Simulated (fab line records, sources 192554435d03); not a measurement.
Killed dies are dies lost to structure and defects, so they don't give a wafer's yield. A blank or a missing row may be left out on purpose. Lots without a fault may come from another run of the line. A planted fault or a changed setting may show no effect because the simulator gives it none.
fab line records | flow n5_finfet
record lots=5 wafers=15 last_day=19
route steps=1938 shown BEOL_M0_CUTY@707 BEOL_M0@715
lots that met no fault: from a run of the same line without faults
start_h: hours from the record's first day to the start of the lot's first wafer shown | wait_h: hours since the lot's step before | " the same as in the row above | L1.1+2: a row that stands for several wafers | - no value, or no start given | * or withheld: withheld | < > ~ a bound
route shown NAME@n: a module of which the file shows steps, and the number in the route of the first | usual: mean/standard deviation of fault-free wafers | same: alike in all rows | chamber/n: place in a boat | sites: the reading at each site | _std_site: their standard deviation | _edge_site: outer sites' mean less inner sites' | radius_mm: how far each site lies from the wafer's centre | mask NAME#n: copy n | behind: the tool/chamber that last shaped the wafer | hold: why the lot was held/for how many hours/how that ended | device: the transistor (n, p or np) that didn't switch | end of line: the same wafers' tests at the end of the route | a step without rows: its recipe alone | killed: dies lost to structure and defects at the first sort, not the wafer's yield | map: a wafer's dies, x killed, . not, _ none there
set.NAME: the setting as run; set.NAME@STEP: as run at that earlier step | model.NAME: the simulator's own value behind a step, which no gauge read
lots at some steps of the route; a table a step, a row a wafer
services: from which hour (start_h, from the record's first day; less than 0 if before it) a tool's chamber was out of use, for how many hours, and why
## steps
# step N5_BEOL_M0_CUTY_DEVELOP_56
# recipe develop_time_s=30 developer=TMAH resist=CAR-ArF-block rinse_liquid=diw dry=air_spin dev_temp_c=23
# same develop_time_s=30
# columns lot.wafer tool chamber start_h wait_h
L074.1+4+6 litho_track-03 0 - -
L076.2+4+5 litho_track-03 0 - -
L079.2+3+5 litho_track-03 0 - -
L081.2+4+5 litho_track-03 0 - -
L096.2+3+4 litho_track-04 0 - -
# step N5_BEOL_M0_CUTY_CD_MEAS_57
# recipe target_cd_nm=200 landing_energy_ev=500 detector=se_inlens polarity=line
# usual cd_nm=199.6/1.1
# columns lot.wafer tool chamber start_h wait_h cd_nm
L074.1 cd_sem-03 0 116.27 - 201.5
L074.4 " 0 " " 200.5
L074.6 " 0 " " 201.0
L076.2 cd_sem-02 0 126.90 - 200.9
L076.4 " 0 " " 200.8
L076.5 " 0 " " 201.3
L079.2 cd_sem-02 0 145.50 - 200.8
L079.3 " 0 " " 201.2
L079.5 " 0 " " 201.1
L081.2 cd_sem-03 0 155.13 - 198.6
L081.4 " 0 " " 199.5
L081.5 " 0 " " 200.4
L096.2 cd_sem-02 0 249.71 - 197.9
L096.3 " 0 " " 198.6
L096.4 " 0 " " 198.6
# step N5_BEOL_M0_CUTY_OVL_MEAS_58
# recipe points_per_wafer=44
# usual M0_ABLK_OVL=-0.2/0.83
# columns lot.wafer tool chamber start_h wait_h M0_ABLK_OVL[nm]
L074.1 overlay-02 0 116.30 0.0 1.1
L074.4 " 0 " " -0.4
L074.6 " 0 " " -0.3
L076.2 overlay-02 0 126.93 0.0 0.3
L076.4 " 0 " " -0.6
L076.5 " 0 " " -0.8
L079.2 overlay-01 0 145.53 0.0 1.1
L079.3 " 0 " " 0.7
L079.5 " 0 " " 1.6
L081.2 overlay-01 0 155.16 0.0 -0.4
L081.4 " 0 " " -0.3
L081.5 " 0 " " 1.2
L096.2 overlay-02 0 249.74 0.0 -0.6
L096.3 " 0 " " -2.4
L096.4 " 0 " " -0.7
# step N5_BEOL_M0_CUTY_INSPECT_59
# recipe mode=adi inspect_instrument=macro
# usual raw_defect_count=2.1/1.4
# columns lot.wafer tool chamber start_h wait_h raw_defect_count
L074.1 defect_inspect-02 - 116.32 0.0 2
L074.4 " - " " 1
L074.6 " - " " 4
L076.2 defect_inspect-01 - 126.96 0.0 1
L076.4 " - " " 1
L076.5 " - " " 2
L079.2 defect_inspect-02 - 145.55 0.0 3
L079.3 " - " " 1
L079.5 " - " " 3
L081.2 defect_inspect-01 - 155.18 0.0 2
L081.4 " - " " 2
L081.5 " - " " 2
L096.2 defect_inspect-01 - 249.77 0.0 4
L096.3 " - " " 4
L096.4 " - " " 1
# step N5_BEOL_M0_CUTY_DESCUM_61
# recipe chemistry=O2 time_s=7.9 source_power_w=50 bias_power_w=20 pressure_mtorr=20 rf_frequency_hz=2.712e+07 temp_c=40 resist=CAR-ArF-block o2_flow_sccm=225
# usual drypump_motor_current_A=5.5/0.43 oes_product_au=0.84/0.086 rf_vpp_V=243.3/1.5 showerhead_plenum_p_Torr=2.10/0.079 throttle_valve_pct=20.38/0.21
# columns lot.wafer tool chamber start_h wait_h drypump_motor_current_A oes_product_au rf_hours_counter_h rf_vpp_V showerhead_plenum_p_Torr throttle_valve_pct
L074.1 rie_diel-01 3 116.35 0.0 4.9 0.97 6 243.7 2.15 20.17
L074.4 " 0 " " 5.5 0.68 247 241.2 2.06 20.65
L074.6 " 2 " " 5.9 0.70 - 241.8 1.98 20.44
L076.2 rie_diel-04 2 127.15 0.2 5.5 0.84 72 244.3 2.11 20.08
L076.4 " 0 " " 5.1 0.68 244 241.0 2.08 20.87
L076.5 " 2 " " 5.4 0.85 - 244.2 2.11 20.06
L079.2 rie_diel-04 2 145.59 0.0 5.4 0.83 81 243.9 2.11 20.08
L079.3 " 1 " " 6.5 0.88 38 242.9 2.04 20.61
L079.5 " 1 " " 6.5 0.88 - 242.3 2.04 20.62
L081.2 rie_diel-01 2 155.22 0.0 6.0 0.68 229 240.3 1.97 20.46
L081.4 " 2 " " 6.0 0.69 - 240.9 1.97 20.47
L081.5 " 3 " " 5.0 0.94 - 243.7 2.14 20.19
L096.2 rie_diel-01 3 249.80 0.0 5.0 0.87 54 245.2 2.13 20.23
L096.3 " 0 " " 5.5 0.86 40 244.3 2.04 20.34
L096.4 " 0 " " 5.5 0.85 - 243.4 2.04 20.35
# step N5_BEOL_M0_CUTY_ETCH_62
# recipe chemistry=CF4 target=SiARC mask_material=CAR-ArF-block time_s=58.5 ion_energy_ev=80 pressure_mtorr=40 source_w=545 bias_w=36 Ar_flow_sccm=100 cf4_flow_sccm=100 ends=cleared
# usual bias_w=35.99/0.12 drypump_motor_current_A=5.5/0.43 etch_rf_on_time_s=57.9/1.3 oes_product_au=0.72/0.075 rf_vpp_V=184.1/1.3 showerhead_plenum_p_Torr=2.15/0.073 throttle_valve_pct=15.54/0.23
# columns lot.wafer tool chamber start_h wait_h bias_w drypump_motor_current_A etch_rf_on_time_s oes_product_au rf_hours_counter_h rf_vpp_V showerhead_plenum_p_Torr throttle_valve_pct
L074.1 rie_diel-01 3 116.39 0.0 35.98 4.9 57.0 0.83 6 184.9 2.19 15.32
L074.4 " 0 " " 35.87 5.4 60.2 0.57 247 184.0 2.12 15.92
L074.6 " 2 " " 36.05 5.9 58.3 0.60 - 182.8 2.04 15.80
L076.2 rie_diel-04 2 127.18 0.0 35.94 5.4 59.9 0.71 72 183.5 2.17 15.24
L076.4 " 0 " " 36.00 5.1 58.3 0.59 244 183.9 2.11 15.97
L076.5 " 2 " " 36.07 5.5 59.5 0.71 - 184.5 2.17 15.25
L079.2 rie_diel-04 2 145.62 0.0 35.82 5.4 59.9 0.70 81 185.2 2.16 15.25
L079.3 " 1 " " 36.00 6.5 57.8 0.75 38 183.3 2.11 15.80
L079.5 " 1 " " 36.29 6.5 57.5 0.76 - 183.3 2.11 15.81
L081.2 rie_diel-01 2 155.25 0.0 35.95 6.0 58.7 0.59 229 180.0 2.04 15.84
L081.4 " 2 " " 36.17 5.9 58.5 0.59 - 182.2 2.03 15.83
L081.5 " 3 " " 36.15 4.9 57.8 0.80 - 184.4 2.19 15.35
L096.2 rie_diel-01 3 249.83 0.0 35.99 5.0 57.4 0.74 55 183.4 2.17 15.43
L096.3 " 0 " " 35.96 5.5 58.2 0.73 40 183.5 2.10 15.50
L096.4 " 0 " " 36.00 5.5 58.4 0.73 - 183.3 2.10 15.50
# step N5_BEOL_M0_CUTY_ETCH_63
# recipe chemistry=N2/H2 target=SOC target_depth_a=827 overetch_a=165 mask_material=SiARC temp_c=40 ion_energy_ev=200 time_s=124 pressure_mtorr=30 source_w=840 bias_w=150 n2_flow_sccm=200 h2_flow_sccm=200
# usual bias_w=150.0/0.43 drypump_motor_current_A=5.5/0.43 oes_product_au=0.68/0.066 rf_vpp_V=524.1/2.7 showerhead_plenum_p_Torr=2.54/0.093 throttle_valve_pct=17.71/0.24
# columns lot.wafer tool chamber start_h wait_h bias_w drypump_motor_current_A oes_product_au rf_hours_counter_h rf_vpp_V showerhead_plenum_p_Torr throttle_valve_pct
L074.1 rie_diel-01 3 116.44 0.0 150.1 5.0 0.78 6 525.2 2.59 17.43
L074.4 " 0 " " 150.5 5.5 0.56 247 523.9 2.49 18.06
L074.6 " 2 " " 150.5 6.0 0.57 - 518.9 2.41 17.97
L076.2 rie_diel-04 2 127.23 0.0 150.7 5.4 0.69 72 525.0 2.57 17.38
L076.4 " 0 " " 150.3 5.1 0.56 244 522.1 2.49 17.94
L076.5 " 2 " " 149.6 5.4 0.68 - 524.4 2.57 17.36
L079.2 rie_diel-04 2 145.67 0.0 150.3 5.5 0.68 81 523.7 2.56 17.38
L079.3 " 1 " " 149.3 6.5 0.72 38 523.2 2.48 18.05
L079.5 " 1 " " 150.3 6.5 0.72 - 522.3 2.48 18.07
L081.2 rie_diel-01 2 155.30 0.0 149.9 6.0 0.56 229 519.7 2.40 18.00
L081.4 " 2 " " 150.3 6.0 0.57 - 520.0 2.40 18.00
L081.5 " 3 " " 150.4 5.0 0.75 - 526.2 2.58 17.44
L096.2 rie_diel-01 3 249.88 0.0 150.1 4.9 0.71 55 525.1 2.57 17.49
L096.3 " 0 " " 149.3 5.4 0.69 40 522.3 2.47 17.72
L096.4 " 0 " " 149.3 5.4 0.70 - 521.8 2.47 17.70
# step N5_BEOL_M0_CUTY_STRIP_64
# recipe chemistry=N2/H2 temp_c=40 n2_flow_sccm=200 h2_flow_sccm=200 rf_frequency_hz=6e+07
# columns lot.wafer tool chamber start_h wait_h
L074.1+4+6 rie_diel-01 3,0,2 116.55 0.1
L076.2+4+5 rie_diel-04 2,0,2 127.34 0.1
L079.2+3+5 rie_diel-04 2,1,1 145.78 0.1
L081.2+4+5 rie_diel-01 2,2,3 155.41 0.1
L096.2+3+4 rie_diel-01 3,0,0 249.99 0.1
# step N5_BEOL_M0_ETCH_138
# recipe chemistry=CH3F/O2 target_depth_a=120 target=SiCN time_s=31.6 ion_energy_ev=120 pressure_mtorr=30 source_w=395 bias_w=75 Ar_flow_sccm=150 CH3F_flow_sccm=30 O2_flow_sccm=20 ends=cleared
# usual bias_w=75.01/0.22 drypump_motor_current_A=5.5/0.43 etch_rf_on_time_s=29.0/0.92 oes_product_au=0.72/0.073 rf_vpp_V=297.5/1.6 showerhead_plenum_p_Torr=2.01/0.071 throttle_valve_pct=16.25/0.23
# columns lot.wafer tool chamber start_h wait_h bias_w drypump_motor_current_A etch_rf_on_time_s oes_product_au rf_hours_counter_h rf_vpp_V showerhead_plenum_p_Torr throttle_valve_pct
L074.1 rie_diel-01 3 116.56 0.0 75.15 5.0 29.5 0.84 6 296.6 2.05 16.00
L074.4 " 0 " " 75.05 5.4 30.6 0.58 247 296.3 1.98 16.64
L074.6 " 2 " " 74.95 6.0 30.3 0.60 - 295.0 1.90 16.49
L076.2 rie_diel-04 2 127.35 0.0 75.24 5.4 28.5 0.71 72 298.3 2.03 15.98
L076.4 " 0 " " 74.75 5.1 29.0 0.58 244 296.3 1.98 16.70
L076.5 " 2 " " 75.19 5.4 29.1 0.71 - 298.1 2.03 15.97
L079.2 rie_diel-04 2 145.79 0.0 75.10 5.4 28.9 0.71 81 296.5 2.02 16.00
L079.3 " 1 " " 75.37 6.5 28.5 0.77 38 296.8 1.96 16.50
L079.5 " 1 " " 75.04 6.5 28.3 0.76 - 296.3 1.96 16.51
L081.2 rie_diel-01 2 155.42 0.0 74.99 5.9 29.2 0.59 229 296.3 1.90 16.52
L081.4 " 2 " " 75.02 5.9 29.7 0.59 - 295.3 1.90 16.51
L081.5 " 3 " " 74.88 4.9 28.9 0.79 - 299.2 2.04 16.02
L096.2 rie_diel-01 3 250.00 0.0 75.24 4.9 28.1 0.74 55 298.9 2.03 16.09
L096.3 " 0 " " 75.30 5.5 27.2 0.74 40 295.7 1.96 16.26
L096.4 " 0 " " 75.13 5.5 28.4 0.74 - 297.2 1.96 16.26
# step N5_BEOL_M0_HM_OPEN_105
# recipe chemistry=Cl2/BCl3 target_depth_a=120 target=TiN ion_energy_ev=150 pressure_mtorr=10 icp_w=1000 bias_w=126 Cl2_flow_sccm=53.25 bcl3_flow_sccm=21.75 Ar_flow_sccm=25
# usual bias_w=126.0/0.34 drypump_motor_current_A=5.5/0.46 oes_product_au=0.70/0.079 throttle_valve_pct=21.77/0.16
# columns lot.wafer tool chamber start_h wait_h bias_w drypump_motor_current_A oes_product_au rf_hours_counter_h throttle_valve_pct
L074.1 rie_metal-02 0 122.42 5.8 125.9 5.8 0.67 93 21.78
L074.4 " 0 " " 125.8 5.8 0.67 - 21.79
L074.6 " 0 " " 126.3 5.7 0.66 - 21.78
L076.2 rie_metal-01 1 133.32 5.9 125.6 5.8 0.86 22 21.76
L076.4 " 1 " " 126.3 5.9 0.87 - 21.76
L076.5 " 0 " " 125.9 4.8 0.63 - 21.66
L079.2 rie_metal-02 0 145.94 0.1 125.5 5.7 0.67 96 21.78
L079.3 " 0 " " 125.9 5.8 0.66 - 21.76
L079.5 " 1 " " 125.5 5.5 0.75 - 21.65
L081.2 rie_metal-01 1 160.12 4.7 126.0 5.8 0.85 25 21.80
L081.4 " 1 " " 126.5 5.8 0.85 - 21.77
L081.5 " 0 " " 126.5 4.8 0.62 - 21.68
L096.2 rie_metal-01 0 250.36 0.3 126.3 4.7 0.62 125 21.67
L096.3 " 0 " " 126.3 4.8 0.61 - 21.70
L096.4 " 1 " " 126.0 5.8 0.84 - 21.79
# step N5_BEOL_M0_STRIP_140
# recipe chemistry=CF4 resist=SiARC power_w=300 bias_power_w=75 pressure_mtorr=50 cf4_flow_sccm=150 rf_frequency_hz=6e+07
# usual drypump_motor_current_A=5.5/0.36 oes_product_au=0.81/0.076 power_w=300.0/0.79 rf_vpp_V=271.4/1.9 showerhead_plenum_p_Torr=1.80/0.071 throttle_valve_pct=13.50/0.23
# columns lot.wafer tool chamber start_h wait_h drypump_motor_current_A oes_product_au power_w rf_hours_counter_h rf_vpp_V showerhead_plenum_p_Torr throttle_valve_pct
L074.1 rie_diel-04 0 122.62 0.2 5.1 0.67 299.4 243 271.9 1.77 13.95
L074.4 " 1 " " 6.5 0.88 300.1 28 269.5 1.77 13.70
L074.6 " 2 " " 5.4 0.83 299.5 - 272.1 1.81 13.20
L076.2 rie_diel-03 3 133.50 0.1 5.5 0.80 299.5 76 274.1 1.90 13.45
L076.4 " 2 " " 5.6 0.76 300.3 108 270.4 1.72 13.55
L076.5 " 1 " " 5.3 0.89 300.6 - 272.5 1.89 13.07
L079.2 rie_diel-03 2 146.19 0.2 5.6 0.76 298.9 113 270.6 1.72 13.59
L079.3 " 0 " " 5.3 0.77 301.0 125 268.2 1.74 13.59
L079.5 " 2 " " 5.6 0.76 299.7 - 271.7 1.72 13.59
L081.2 rie_diel-03 1 160.29 0.1 5.3 0.88 300.0 29 272.9 1.89 13.10
L081.4 " 3 " " 5.5 0.79 300.5 85 273.6 1.90 13.48
L081.5 " 1 " " 5.3 0.88 299.7 - 273.2 1.89 13.09
L096.2 rie_diel-01 3 250.54 0.1 4.9 0.85 300.7 55 270.2 1.82 13.37
L096.3 " 0 " " 5.5 0.83 299.0 40 270.1 1.76 13.44
L096.4 " 3 " " 4.9 0.86 300.9 - 271.8 1.82 13.37
# step N5_BEOL_M0_STRIP_104
# recipe chemistry=N2/H2 power_w=450 temp_c=40 pressure_mtorr=20 rf_frequency_hz=6e+07 overash_fraction=0.3 bias_power_w=7 h2_frac=0.5 n2_flow_sccm=200 h2_flow_sccm=200
# usual drypump_motor_current_A=5.5/0.36 oes_product_au=0.82/0.084 power_w=450.0/1.4 rf_vpp_V=59.1/1.7 showerhead_plenum_p_Torr=2.54/0.1 throttle_valve_pct=23.53/0.27
# columns lot.wafer tool chamber start_h wait_h drypump_motor_current_A oes_product_au power_w rf_hours_counter_h rf_vpp_V showerhead_plenum_p_Torr throttle_valve_pct
L074.1 rie_diel-04 0 122.64 0.0 5.1 0.68 450.6 243 56.4 2.48 23.52
L074.4 " 1 " " 6.5 0.89 451.4 28 59.7 2.48 24.07
L074.6 " 2 " " 5.4 0.83 450.4 - 57.0 2.57 23.10
L076.2 rie_diel-03 3 133.52 0.0 5.5 0.83 449.8 76 60.4 2.68 23.32
L076.4 " 2 " " 5.6 0.77 450.5 108 58.1 2.46 23.73
L076.5 " 1 " " 5.3 0.94 451.4 - 62.4 2.69 23.18
L079.2 rie_diel-03 2 146.21 0.0 5.5 0.78 448.5 113 59.4 2.46 23.75
L079.3 " 0 " " 5.4 0.77 451.8 125 57.9 2.45 23.48
L079.5 " 2 " " 5.6 0.77 449.6 - 58.8 2.46 23.77
L081.2 rie_diel-03 1 160.31 0.0 5.3 0.92 451.3 29 60.3 2.68 23.17
L081.4 " 3 " " 5.5 0.82 449.0 85 60.3 2.68 23.38
L081.5 " 1 " " 5.3 0.90 449.5 - 60.6 2.68 23.18
L096.2 rie_diel-01 3 250.56 0.0 5.0 0.87 449.2 55 58.5 2.56 23.24
L096.3 " 0 " " 5.5 0.86 450.4 40 59.1 2.47 23.62
L096.4 " 3 " " 4.9 0.88 450.3 - 59.6 2.56 23.26
# step N5_BEOL_M0_WET_ETCH_106
# recipe chemistry=DHF dilution=10:1 temp_c=25 target=SiO2 target_depth_a=1300 dry=ipa_marangoni rinse_time_s=30 rinse_temp_c=23
# columns lot.wafer tool chamber start_h wait_h
L074.1+4+6 wet_bench-02 3,0,4 122.71 -
L076.2+4+5 wet_bench-06 5,1,3 133.59 -
L079.2+3+5 wet_bench-02 3,6,4 146.27 -
L081.2+4+5 wet_bench-02 5,3,0 160.38 -
L096.2+3+4 wet_bench-03 4,5,7 250.63 -
# step N5_BEOL_M0_ETCH_128
# recipe chemistry=CF4/N2 target_depth_a=120 overetch_a=51 target=SiCN time_s=21.4 ion_energy_ev=150 pressure_mtorr=40 source_w=430 bias_w=70 Ar_flow_sccm=100 cf4_flow_sccm=60 n2_flow_sccm=60
# usual bias_w=69.99/0.21 drypump_motor_current_A=5.6/0.45 oes_product_au=0.56/0.064 rf_vpp_V=382.4/2.1 showerhead_plenum_p_Torr=2.21/0.079 throttle_valve_pct=15.39/0.23
# columns lot.wafer tool chamber start_h wait_h bias_w drypump_motor_current_A oes_product_au rf_hours_counter_h rf_vpp_V showerhead_plenum_p_Torr throttle_valve_pct
L074.1 rie_diel-04 0 122.77 0.0 70.02 5.1 0.48 243 380.8 2.18 15.79
L074.4 " 2 " " 70.23 5.5 0.59 70 383.3 2.23 15.07
L074.6 " 2 " " 70.34 5.4 0.58 - 383.7 2.23 15.07
L076.2 rie_diel-04 0 133.65 0.0 69.98 5.1 0.47 247 382.4 2.17 15.78
L076.4 " 0 " " 70.11 5.1 0.47 - 380.3 2.18 15.77
L076.5 " 1 " " 70.10 6.5 0.61 - 379.6 2.17 15.59
L079.2 rie_diel-01 0 146.90 0.6 69.72 5.5 0.67 0 381.5 2.18 15.22
L079.3 " 2 " " 70.03 5.9 0.48 226 378.8 2.09 15.62
L079.5 " 2 " " 70.10 6.0 0.47 - 379.5 2.09 15.61
L081.2 rie_diel-01 2 160.44 0.0 70.07 6.0 0.47 231 380.3 2.09 15.65
L081.4 " 2 " " 70.12 6.0 0.48 - 379.1 2.09 15.64
L081.5 " 3 " " 70.13 5.0 0.62 - 384.8 2.25 15.16
L096.2 rie_diel-03 0 250.71 0.1 69.90 5.3 0.52 153 379.8 2.12 15.50
L096.3 " 2 " " 70.28 5.6 0.50 145 380.6 2.12 15.56
L096.4 " 1 " " 70.05 5.3 0.59 58 385.7 2.33 15.03
# step N5_BEOL_M0_TRENCH_ETCH_107
# recipe chemistry=C4F6/O2 target_depth_a=328 target=SiOC time_s=16.4 ion_energy_ev=250 pressure_mtorr=30 source_w=355 bias_w=185 Ar_flow_sccm=300 C4F6_flow_sccm=10 O2_flow_sccm=10
# usual C4F6_flow_sccm=10.002/0.03 bias_w=185.0/0.53 drypump_motor_current_A=5.6/0.45 oes_product_au=0.82/0.096 rf_vpp_V=662/11 showerhead_plenum_p_Torr=2.85/0.099 throttle_valve_pct=20.85/0.22
# columns lot.wafer tool chamber start_h wait_h C4F6_flow_sccm bias_w drypump_motor_current_A oes_product_au rf_hours_counter_h rf_vpp_V showerhead_plenum_p_Torr throttle_valve_pct
L074.1 rie_diel-04 0 122.81 0.0 9.996 184.8 5.1 0.68 243 662 2.82 21.23
L074.4 " 2 " " 9.984 184.5 5.5 0.83 70 663 2.89 20.54
L074.6 " 2 " " 9.979 184.7 5.4 0.84 - 666 2.89 20.55
L076.2 rie_diel-04 0 133.69 0.0 9.956 185.0 5.1 0.68 247 664 2.82 21.24
L076.4 " 0 " " 9.992 185.1 5.1 0.68 - 663 2.82 21.23
L076.5 " 1 " " 9.997 185.1 6.5 0.90 - 673 2.80 21.14
L079.2 rie_diel-01 0 146.95 0.0 10.010 185.3 5.5 0.97 0 673 2.81 20.80
L079.3 " 2 " " 9.992 183.9 6.0 0.69 226 641 2.70 21.00
L079.5 " 2 " " 9.985 185.2 5.9 0.69 - 641 2.70 21.01
L081.2 rie_diel-01 2 160.48 0.0 9.980 185.9 6.0 0.69 231 643 2.70 21.00
L081.4 " 2 " " 9.971 185.4 6.0 0.68 - 642 2.70 21.01
L081.5 " 3 " " 9.909 184.9 4.9 0.92 - 659 2.90 20.63
L096.2 rie_diel-03 0 250.75 0.0 10.011 184.7 5.3 0.74 153 687 2.73 20.87
L096.3 " 2 " " 10.020 183.6 5.6 0.74 145 653 2.74 21.02
L096.4 " 1 " " 10.030 185.0 5.3 0.86 58 664 3.02 20.57
# step N5_BEOL_M0_STRIP_142
# recipe chemistry=N2/H2 time_s=10 power_w=450 temp_c=40 pressure_mtorr=20 rf_frequency_hz=6e+07 bias_power_w=7 n2_flow_sccm=200 h2_flow_sccm=200
# usual drypump_motor_current_A=5.6/0.45 oes_product_au=0.82/0.096 rf_vpp_V=59.3/0.93 showerhead_plenum_p_Torr=2.54/0.097 throttle_valve_pct=23.6/0.31
# columns lot.wafer tool chamber start_h wait_h drypump_motor_current_A oes_product_au rf_hours_counter_h rf_vpp_V showerhead_plenum_p_Torr throttle_valve_pct
L074.1 rie_diel-04 0 122.83 0.0 5.1 0.68 243 61.2 2.48 23.5
L074.4 " 2 " " 5.4 0.84 70 58.7 2.57 23.1
L074.6 " 2 " " 5.4 0.84 - 60.0 2.57 23.1
L076.2 rie_diel-04 0 133.71 0.0 5.1 0.68 247 58.3 2.48 23.5
L076.4 " 0 " " 5.1 0.69 - 59.6 2.48 23.5
L076.5 " 1 " " 6.5 0.90 - 58.3 2.48 24.1
L079.2 rie_diel-01 0 146.97 0.0 5.5 0.98 0 58.3 2.49 23.6
L079.3 " 2 " " 6.0 0.69 226 58.0 2.40 23.7
L079.5 " 2 " " 6.0 0.69 - 58.1 2.40 23.8
L081.2 rie_diel-01 2 160.50 0.0 6.0 0.68 231 59.2 2.39 23.8
L081.4 " 2 " " 6.0 0.69 - 58.5 2.39 23.8
L081.5 " 3 " " 4.9 0.93 - 60.2 2.58 23.2
L096.2 rie_diel-03 0 250.78 0.0 5.4 0.74 153 59.9 2.44 23.5
L096.3 " 2 " " 5.6 0.74 145 58.0 2.44 23.8
L096.4 " 1 " " 5.3 0.85 58 60.5 2.67 23.2
# step N5_BEOL_M0_OCD_MEAS_108
# usual trench_depth_nm=32.9/0.64
# columns lot.wafer tool chamber start_h wait_h trench_depth_nm
L074.1 ocd-02 - 122.91 0.1 32.2
L074.4 " - " " 32.3
L074.6 " - " " 32.8
L076.2 ocd-01 - 133.79 0.1 32.7
L076.4 " - " " 32.5
L076.5 " - " " 32.9
L079.2 ocd-02 - 147.05 0.1 31.9
L079.3 " - " " 32.3
L079.5 " - " " 32.1
L081.2 ocd-02 - 160.59 0.1 32.6
L081.4 " - " " 32.4
L081.5 " - " " 33.3
L096.2 ocd-01 - 250.86 0.1 32.3
L096.3 " - " " 32.5
L096.4 " - " " 32.9
# step N5_BEOL_M0_HM_STRIP_129
# recipe chemistry=peroxide_tin_strip material=TiN target_depth_a=170 temp_c=50 time_s=108
# columns lot.wafer tool chamber start_h wait_h
L074.1+4+6 wet_bench-02 6,7,2 122.94 0.0
L076.2+4+5 wet_bench-02 6,1,5 133.82 0.0
L079.2+3+5 wet_bench-03 3,2,1 147.08 0.0
L081.2+4+5 wet_bench-06 0,6,5 160.62 0.0
L096.2+3+4 wet_bench-06 4,6,3 250.89 0.0
# step N5_BEOL_M0_SRD_130
# recipe time_s=30 temp_c=23 rinse_liquid=diw dry=ipa_marangoni
# columns lot.wafer tool chamber start_h wait_h
L074.1+4+6 wet_bench-02 6,7,2 122.98 0.0
L076.2+4+5 wet_bench-02 6,1,5 133.86 0.0
L079.2+3+5 wet_bench-03 3,2,1 147.12 0.0
L081.2+4+5 wet_bench-06 0,6,5 160.66 0.0
L096.2+3+4 wet_bench-06 4,6,3 250.92 0.0
# step N5_BEOL_M0_ETCH_109
# recipe chemistry=CH3F/O2 target_depth_a=80 overetch_a=24 target=SiCN time_s=27.4 ion_energy_ev=120 pressure_mtorr=30 source_w=395 bias_w=75 Ar_flow_sccm=150 CH3F_flow_sccm=30 O2_flow_sccm=20
# usual bias_w=74.96/0.21 drypump_motor_current_A=5.5/0.41 oes_product_au=0.72/0.073 rf_vpp_V=297.4/1.6 showerhead_plenum_p_Torr=2.01/0.072 throttle_valve_pct=16.25/0.21
# columns lot.wafer tool chamber start_h wait_h bias_w drypump_motor_current_A oes_product_au rf_hours_counter_h rf_vpp_V showerhead_plenum_p_Torr throttle_valve_pct
L074.1 rie_diel-04 1 123.03 0.0 75.05 6.5 0.76 28 296.6 1.97 16.49
L074.4 " 0 " " 75.30 5.1 0.59 243 296.3 1.98 16.69
L074.6 " 1 " " 74.89 6.5 0.76 - 298.5 1.97 16.46
L076.2 rie_diel-04 0 133.91 0.0 74.70 5.1 0.59 247 297.0 1.98 16.72
L076.4 " 0 " " 75.09 5.1 0.59 - 296.9 1.98 16.72
L076.5 " 1 " " 74.38 6.5 0.76 - 296.4 1.96 16.50
L079.2 rie_diel-03 3 147.16 0.0 74.85 5.5 0.68 80 298.9 2.10 16.08
L079.3 " 2 " " 75.07 5.6 0.66 113 297.0 1.93 16.41
L079.5 " 0 " " 74.86 5.4 0.67 - 296.6 1.93 16.31
L081.2 rie_diel-01 3 160.70 0.0 74.84 4.9 0.77 22 297.9 2.04 16.03
L081.4 " 3 " " 74.55 4.9 0.80 - 297.7 2.04 16.03
L081.5 " 0 " " 75.36 5.5 0.80 - 297.4 1.97 16.19
L096.2 rie_diel-01 0 250.97 0.0 75.02 5.5 0.72 40 296.1 1.96 16.24
L096.3 " 3 " " 75.05 5.0 0.74 55 298.1 2.03 16.11
L096.4 " 1 " " 75.24 5.2 0.74 - 298.5 2.04 16.09
# step N5_BEOL_M0_STRIP_139
# recipe chemistry=post_etch_residue_remover time_s=60 temp_c=25 remover_ph=withheld remover_water_wt_pct=withheld remover_fluoride_wt_pct=withheld
# columns lot.wafer tool chamber start_h wait_h
L074.1+4+6 wet_bench-02 1,7,4 123.13 0.1
L076.2+4+5 wet_bench-03 7,2,5 134.02 0.1
L079.2+3+5 wet_bench-03 4,5,6 147.26 0.1
L081.2+4+5 wet_bench-03 5,0,3 160.80 0.1
L096.2+3+4 wet_bench-06 6,0,7 251.07 0.1
# step N5_BEOL_M0_SRD_111
# recipe time_s=30 temp_c=23 rinse_liquid=diw dry=ipa_marangoni
# columns lot.wafer tool chamber start_h wait_h
L074.1+4+6 wet_bench-02 1,7,4 123.15 0.0
L076.2+4+5 wet_bench-03 7,2,5 134.04 0.0
L079.2+3+5 wet_bench-03 4,5,6 147.28 0.0
L081.2+4+5 wet_bench-03 5,0,3 160.82 0.0
L096.2+3+4 wet_bench-06 6,0,7 251.09 0.0
## services
# columns tool chamber start_h hours kind
rie_diel-03 - 111.08 2.8 pm
rie_diel-04 3 128.01 - clean
rie_diel-04 3 128.01 - consumable_replace:focus_ring
rie_diel-04 3 128.01 - consumable_replace:showerhead
rie_diel-01 0 128.11 - clean
rie_diel-01 0 128.11 - consumable_replace:focus_ring
rie_diel-03 1 141.39 6.8 repair
rie_diel-03 0 149.41 9.5 repair
rie_diel-01 1 153.53 - clean
rie_diel-01 1 153.53 - consumable_replace:focus_ring
rie_diel-01 1 153.53 22.3 scheduled_down
rie_diel-01 1 153.53 22.3 vent_cycle
rie_diel-04 2 165.85 1.5 repair
rie_diel-04 0 170.71 17.3 repair
rie_diel-01 3 183.63 4.1 repair
rie_metal-01 - 188.36 28.1 pm
rie_diel-01 2 208.41 - clean
rie_diel-01 2 208.41 - consumable_replace:focus_ring
rie_diel-01 2 208.41 - consumable_replace:showerhead
rie_diel-01 2 208.41 16.5 scheduled_down
rie_diel-01 2 208.41 16.5 vent_cycle
rie_metal-01 - 224.85 1.7 repair
rie_diel-01 - 238.21 2.8 pm
rie_diel-01 2 246.55 8.5 repair
## key
fault none
